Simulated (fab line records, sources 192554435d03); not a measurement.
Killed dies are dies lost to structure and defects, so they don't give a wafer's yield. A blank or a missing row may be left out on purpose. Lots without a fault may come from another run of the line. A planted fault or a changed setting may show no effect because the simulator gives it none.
Split-lot experiment | flow n5_finfet | 7 lots, 21 wafers read, on a route of 1938 steps

THE SPLIT
At N5_MOL_CONTACT_COAG_ETCH_105 (etches SiARC in CF4, target depth 15.6 nm, time 26 s), the setting bias_w was moved away from the recipe's 36 W on 5 of the 21 wafers read, by -15.9% to +14.5%. The other wafers ran this setting at the recipe's value.

The reading is taken at the split's own step.

THE READING
rf_vpp_V, in V, at N5_MOL_CONTACT_COAG_ETCH_105 (etches SiARC in CF4, target depth 15.6 nm, time 26 s). Fault-free wafers of this fab line usually give 184.4 V, standard deviation 1.1 V.

wafer  | tool, chamber at the split | bias_w as run, W | against the recipe | rf_vpp_V, V | against lot-mates on the recipe
L074.2 | rie_diel-04, 0             | 36               | recipe             | 185.8       | -
L074.4 | rie_diel-04, 2             | 41.15            | +14.3%             | 201.0       | +15.2
L074.6 | rie_diel-04, 0             | 41.15            | +14.3%             | 201.7       | +15.9
L075.1 | rie_diel-04, 2             | 36               | recipe             | 185.6       | -
L075.4 | rie_diel-04, 0             | 36               | recipe             | 185.2       | -
L075.5 | rie_diel-04, 1             | 33.7             | -6.4%              | 175.9       | -9.5
L078.1 | rie_diel-04, 0             | 41.22            | +14.5%             | 202.4       | +17.4
L078.3 | rie_diel-04, 2             | 36               | recipe             | 185.8       | -
L078.6 | rie_diel-04, 3             | 36               | recipe             | 184.2       | -
L089.1 | rie_diel-04, 3             | 36               | recipe             | 184.8       | -
L089.3 | rie_diel-04, 1             | 36               | recipe             | 183.7       | -
L089.4 | rie_diel-04, 2             | 36               | recipe             | 185.5       | -
L090.4 | rie_diel-04, 3             | 36               | recipe             | 183.1       | -
L090.5 | rie_diel-04, 3             | 36               | recipe             | 184.1       | -
L090.6 | rie_diel-04, 2             | 30.27            | -15.9%             | 165.0       | -18.6
L091.2 | rie_diel-04, 3             | 36               | recipe             | 184.7       | -
L091.3 | rie_diel-04, 1             | 36               | recipe             | 185.4       | -
L091.4 | rie_diel-04, 0             | 36               | recipe             | 186.0       | -
L096.1 | rie_diel-06, 1             | 36               | recipe             | 184.5       | -
L096.3 | rie_diel-06, 2             | 36               | recipe             | 184.9       | -
L096.5 | rie_diel-06, 2             | 36               | recipe             | 185.6       | -

THE FIT
A straight line over all 21 wafers: rf_vpp_V changes by +1.21 V for each +1% of bias_w; r = +0.99; the points scatter about the line by 0.85 V.
The same after taking each lot's own level away (the mean of its wafers on the recipe; 21 wafers): +1.16 V for each +1%; r = +1.00; scatter 0.78 V.
On that fit, the largest move of bias_w shifts the reading by 18 V.
The lots' own levels span 183.60 to 185.80 V, that is 2.0 times the standard deviation above.
So the lot-to-lot level changes the slope little: the two slopes agree.
Check: with one of the wafers moved furthest among these (-15.9%) left out of the fit, the line predicts -18.6 V for it against its lot-mates. It came out at -18.6 V against them.
Tool readings at the split's step, against how far the setting was moved: rf_vpp_V r = +0.99.

OTHER SPLITS ON THESE WAFERS
These wafers also went through other splits before the reading. Each is held against what the fit with the lots' levels taken away leaves over:
other split on the same wafers       | wafers away from the commonest value | r with rf_vpp_V (lot level and that fit taken away)
N5_MOL_CONTACT_COAG_COAT_58 spin_rpm | 8                                    | +0.21

THE FILE'S OWN FIT
rf_vpp_V changes by +1.17 V for each +1% of bias_w, r = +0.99.
